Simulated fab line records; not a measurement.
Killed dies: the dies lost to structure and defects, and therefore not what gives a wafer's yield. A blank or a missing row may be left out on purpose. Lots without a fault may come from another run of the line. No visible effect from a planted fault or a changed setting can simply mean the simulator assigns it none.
Comparing a struck lot with a sound one || flow n5_finfet || 34 steps out of a route of 1938
Sound: these wafers, L374.2, L374.3, L374.6. Wafers struck: L376.2, L376.3, L376.4. Last of all comes the cause.
For every step that has rows: the tool of each side, followed by ch and its chambers, followed by its first start. Under that, the readings that differ: sound wafers || struck wafers || difference of the means || sigmas: that difference in standard deviations of wafers without a fault.
alike: a reading whose means differ by less than 2 such deviations, as well as words and numbers matching on both sides. not compared: withheld readings; readings where some wafer has no value; bounds like >300 that might hide an equal value; numbers whose values overlap and for which the record gives no deviation.
The two part at a step that has a row with sigmas, a row that says differs or no value, or rows on one side only. When numbers do not overlap yet have no deviation, they are printed without sigmas and do not part them. Lack of a reading on every wafer of one side parts them only where that side has two or more wafers.

first, 9 steps without rows for these wafers: N5_SD_EPI_P_DEVELOP_08 (develop time 30 s); N5_SD_EPI_P_DESCUM_14 (chemistry O2, time 7.9 s); N5_SD_EPI_P_ETCH_36 (etches SiARC in CF4, target depth 45.5 nm, time 75.8 s); N5_SD_EPI_P_ETCH_37 (etches SOC in N2/H2, overetch 108 nm, time 486 s); N5_SD_EPI_P_STRIP_38 (strips in N2/H2); N5_SD_EPI_P_ETCHBACK_46 (etches SiNx in CH3F/O2, stops on SiO2, target depth 17.5 nm); N5_SD_EPI_P_ETCH_47 (etches SiOCN in CH3F/O2, target depth 25 nm); N5_SD_EPI_P_ETCH_16 (etches SiO2 in CHF3/O2, target depth 5 nm); N5_SD_EPI_P_STRIP_50 (strips in CHF3/O2).
N5_SD_EPI_P_SD_RECESS_17: chemistry HBr/Cl2/O2, target depth 39.1 nm, bt time 3 s.
  sound on rie_si-06 ch 1,2,3, day 6 02:29; struck on rie_si-06 ch 0,1,3, day 6 15:18
{"reading": "model.etch.depth_nm (nm)", "sound": "38.67 39.69 38.04", "struck": "28.81 30.1 29.76", "difference": -9.24, "sigmas": ""}
{"reading": "model.SD_EPI_P.feature_depth_nm (nm)", "sound": "38.6 39.6 38", "struck": "28.8 30 29.8", "difference": -9.2, "sigmas": ""}
  alike: drypump_motor_current_A, oes_o_777_au, oes_product_au, throttle_valve_pct
  not compared: rf_hours_counter_h
then, 22 steps without rows for these wafers: N5_SD_EPI_P_WET_ETCH_45 (etches SiO2 in dHF, time 10.7 s, target depth 2 nm, rinse time 30 s); N5_SD_EPI_P_STRIP_40 (strips in N2/H2); N5_SD_EPI_P_PRECLEAN_52 (cleans in O3/DIW, time 60 s); N5_SD_EPI_P_SRD_20 (time 30 s); N5_SD_EPI_P_PRECLEAN_51 (cleans in NF3:NH3, afs cycles 1, time 20 s, sublimation time 60 s); N5_SD_EPI_P_VAPOR_ETCH_44 (etches SiGe30 in NF3/Ar, time 3.3 s); N5_SD_EPI_P_EPI_21 (deposits SiGe:B, time 355 s); N5_SD_EPI_P_HM_STRIP_48 (strips SiNx in H3PO4, material SiNx, target depth 3 nm); N5_SD_EPI_P_SRD_49 (time 30 s); N5_SD_EPI_P_PRECLEAN_24 (cleans in O3/DIW, time 45 s); N5_SD_EPI_P_PRECLEAN_32 (cleans in dHF, time 10 s); N5_SD_EPI_P_PRECLEAN_33 (cleans in SC2, time 45 s); N5_SD_EPI_P_SRD_25 (time 30 s); N5_SD_ACTIVATION_RTA_00 (time 0 s); N5_SD_ACTIVATION_LSA_01 (time 0.0008 s); N5_ILD0_LINER_00 (material SiNx, target thk 4 nm, pulse time 1 s, purge time 2 s); N5_ILD0_FCVD_FILL_01 (material SiO2 flowable, target thk 200 nm, time 328.3 s); N5_ILD0_CURE_02 (time 1800 s); N5_ILD0_CMP_03 (polishes, stops on SiNx, t overpolish 1.9 s, target thk 197.38 nm); N5_ILD0_CMP_07 (polishes SiO2 flowable, stops on poly-Si, t overpolish 1.18 s, target thk 138.88 nm); N5_ILD0_PRECLEAN_10 (cleans in NF3:NH3, afs cycles 5, time 20 s, sublimation time 60 s); N5_ILD0_ALD_15 (deposits SiNx, target thk 24 nm, pulse time 1 s, ald cycles 480).
-- the record jumps here: 6 days lie between the struck wafers' starts before and after (it left off in module ILD0 and takes up again in module BEOL_M4, whose first step shown is number 1111 of the route) --
N5_BEOL_M4_RC_MEAS_101:
  sound on prober-02 ch 0, day 12 10:42; struck on prober-01 ch 0, day 13 01:38
{"reading": "CJ_P", "sound": "6.00 5.89 5.80", "struck": "3.66 3.80 4.21", "difference": -2.01, "sigmas": -9}
{"reading": "IOFF_P_LONG (nA/um)", "sound": "0.000103 0.000101 9.6e-05", "struck": "7.2e-05 7.4e-05 7.2e-05", "difference": -2.7e-05, "sigmas": -3}
{"reading": "ION_P (uA/um)", "sound": "462 457 441", "struck": "404 418 406", "difference": -44, "sigmas": -6}
{"reading": "REXT_P (ohm.um)", "sound": "101.0 99.3 102.3", "struck": "109.0 105.6 108.2", "difference": "+6.7", "sigmas": "+3"}
{"reading": "VT_P (mV)", "sound": "-255 -250 -256", "struck": "-261 -260 -261", "difference": -7, "sigmas": -2}
{"reading": "VT_P_LVT (mV)", "sound": "-100.8 -100.5 -103.5", "struck": "-107.6 -106.5 -108.6", "difference": -6.0, "sigmas": -2}
  alike: DIBL_N, DIBL_P, IOFF_N, IOFF_P, ION_N, SS_N, SS_P, VT_N
-- a jump in the record: the struck wafers' starts before and after are 5 days apart (it breaks off in module BEOL_M4 and resumes in module PASSIVATION, where the first step shown is number 1936 of the route) --
N5_PASSIVATION_PROBE_49:
  rows exist in the record for the struck wafers here (prober-01, day 18 01:04), but not for the sound ones

== WHERE THEY PART ==
Earliest at N5_BEOL_M4_RC_MEAS_101; latest, in this record, at N5_PASSIVATION_PROBE_49.

WHY: what had been put in by the simulator
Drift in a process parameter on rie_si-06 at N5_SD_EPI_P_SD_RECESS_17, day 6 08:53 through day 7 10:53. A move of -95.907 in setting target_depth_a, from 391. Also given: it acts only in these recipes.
